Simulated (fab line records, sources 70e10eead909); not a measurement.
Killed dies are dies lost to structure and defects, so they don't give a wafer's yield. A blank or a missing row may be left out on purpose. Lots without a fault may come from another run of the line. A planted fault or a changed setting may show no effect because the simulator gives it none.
A struck lot beside a sound one | flow nand_harc | 14 steps out of a route of 1159
Sound: wafers L570.4, L570.5, L570.6. Struck: wafers L581.2, L581.4. (L581.5 of the same lot was not struck and is left out.) The cause comes at the end.
At each step with rows: each side's tool, then ch and its chambers, then its first start. Under that, the readings that differ: sound wafers | struck wafers | difference of the means | sigmas: that difference in standard deviations of wafers without a fault.
alike: readings whose means differ by less than 2 such deviations, and words and numbers that are the same on both sides. not compared: withheld readings, readings that some wafer has no value for, bounds like >300 that may hide the same value, and numbers for which the record gives no deviation and whose values overlap.
The two part at a step that has a row with sigmas, a row that says differs or no value, or rows on one side only. Numbers that don't overlap but have no deviation are shown without sigmas and don't part them. A reading that every wafer of one side lacks parts them only if that side has two wafers or more.

NHARC_A_M1_INSPECT_27:
  sound on defect_inspect-02, day 17 08:23; struck on defect_inspect-01, day 21 13:34
  alike: raw_defect_count
NHARC_A_M1_PRE_CLEAN_32: time 12 s.
  sound on pecvd-03 ch 0,1,2, day 17 08:29; struck on pecvd-02 ch 0,1, day 21 13:39
  alike: heater_power_w
  not compared: since_wet_clean_h
NHARC_A_M1_DEP_33: deposits SiCN, target thk 30 nm.
  sound on pecvd-03 ch 0,1,2, day 17 08:39; struck on pecvd-02 ch 0,1, day 21 13:46
  alike: heater_power_w
  not compared: since_wet_clean_h
NHARC_A_BONDPAD_DEP_00: deposits SiCN, target thk 250 nm.
  sound on pecvd-01 ch 0,1,2, day 17 09:13; struck on pecvd-01 ch 1, day 21 14:22
  alike: heater_power_w
  not compared: since_wet_clean_h
NHARC_A_BONDPAD_CMP_29: polishes SiCN, target thk 200 nm.
  sound on cmp-02 ch 0,1,2, day 17 09:32; struck on cmp-01 ch 1,2, day 21 14:40
  alike: motor_current_A, retaining_ring_pressure_frac
  not compared: pad_life_wafers
NHARC_A_BONDPAD_THK_MEAS_30: measures by ellipsometry.
  sound on film_metro-01, day 17 09:44; struck on film_metro-01, day 21 14:55
  alike: thk_nm
then, 5 steps without rows for these wafers: NHARC_A_BONDPAD_SRD_31; NHARC_A_BONDPAD_DEHYDRATE_01 (time 120 s); NHARC_A_BONDPAD_HMDS_02 (time 30 s); NHARC_A_BONDPAD_COAT_33 (time 65 s); NHARC_A_BONDPAD_COAT_03 (resist thk 600 nm).
NHARC_A_BONDPAD_SOFTBAKE_04: time 70 s.
  sound on litho_track-02 ch 0, day 17 09:00; struck on litho_track-02 ch 0, day 21 15:00
  reading                  | sound             | struck      | difference | sigmas
  heater_power_total_W (W) | 202.5 202.4 199.3 | 249.7 246.1 | +46.5      | +33
then, 1 step without rows for these wafers: NHARC_A_BONDPAD_EBR_05.
NHARC_END_SORT_01:
  sound on prober-01 ch 0, day 18 22:56; struck on prober-01 ch 0, day 22 23:05
  reading            | sound          | struck | difference | sigmas
  sort_bin_3_pct (%) | 0.44 0.44 0.74 | 0.15 0 | -0.47      | -2
  alike: defect_limited_yield, killed_at_array, killed_at_other, killed_at_periphery, killed_dies, killed_open, killed_short, sort_bin_2_pct, sort_bin_4_pct, sort_n_pass, sort_rim_yield_pct, sort_yield_pct

WHERE THEY PART
First at NHARC_A_BONDPAD_SOFTBAKE_04; last, within this record, at NHARC_END_SORT_01.

WHY: what the simulator had put in
Process parameter drift: litho_track-02, from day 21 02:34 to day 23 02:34, at NHARC_A_BONDPAD_SOFTBAKE_04. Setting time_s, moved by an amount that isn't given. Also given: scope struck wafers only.
